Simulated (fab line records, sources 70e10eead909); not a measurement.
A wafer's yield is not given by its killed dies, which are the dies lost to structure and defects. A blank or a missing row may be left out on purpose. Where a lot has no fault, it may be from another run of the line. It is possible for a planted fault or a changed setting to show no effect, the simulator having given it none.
Chamber matching / flow nand-harc / NHARC_A_BLC_DESCUM_15 on rie-diel-09: 4 sister chambers
The step chemistry O2, time 3 s. 4 wafers are shown with their chamber, then 12 later ones without.

WAFERS PAIRED WITH THEIR CHAMBERS
wafer=L089.5; chamber=1; drypump-motor-current-A (A)=5.5
wafer=L092.1; chamber=3; drypump-motor-current-A (A)=5.6
wafer=L092.2; chamber=2; drypump-motor-current-A (A)=4.6
wafer=L092.4; chamber=0; drypump-motor-current-A (A)=4.9

WAFERS WITHOUT THEIR CHAMBER
wafer=L095.2; drypump-motor-current-A (A)=5.7
wafer=L095.5; drypump-motor-current-A (A)=4.6
wafer=L095.6; drypump-motor-current-A (A)=5.5
wafer=L094.1; drypump-motor-current-A (A)=5.0
wafer=L094.4; drypump-motor-current-A (A)=4.6
wafer=L094.5; drypump-motor-current-A (A)=4.9
wafer=L096.1; drypump-motor-current-A (A)=5.7
wafer=L096.3; drypump-motor-current-A (A)=5.5
wafer=L096.4; drypump-motor-current-A (A)=4.6
wafer=L097.1; drypump-motor-current-A (A)=5.5
wafer=L097.2; drypump-motor-current-A (A)=4.9
wafer=L097.5; drypump-motor-current-A (A)=5.7

WHICH CHAMBER EACH ONE RAN IN
wafer=L095.2; from the rows above=can't be placed: 3 or 1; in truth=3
wafer=L095.5; from the rows above=2; in truth=2
wafer=L095.6; from the rows above=can't be placed: 1 or 3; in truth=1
wafer=L094.1; from the rows above=0; in truth=0
wafer=L094.4; from the rows above=2; in truth=2
wafer=L094.5; from the rows above=0; in truth=0
wafer=L096.1; from the rows above=can't be placed: 3 or 1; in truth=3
wafer=L096.3; from the rows above=can't be placed: 1 or 3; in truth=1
wafer=L096.4; from the rows above=2; in truth=2
wafer=L097.1; from the rows above=can't be placed: 1 or 3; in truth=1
wafer=L097.2; from the rows above=0; in truth=0
wafer=L097.5; from the rows above=can't be placed: 3 or 1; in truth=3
Correct placement for 6 of the 12. These rows do not allow placing 6 (true chamber among the candidates in 6). Number placed wrongly: 0.
How it was worked out, from the rows above alone: a wafer's distance from a chamber is the root of the sum, over the readings, of the square of ((its reading less the chamber's mean) divided by the reading's scatter). If the next closest chamber is less than 2 further off than the closest, the wafer can't be placed; otherwise it belongs to the closest. The mean given for a chamber averages the wafers shown for that chamber. The scatter: root of mean squared gap, hidden wafer to nearest shown wafer, with one shown wafer a chamber.
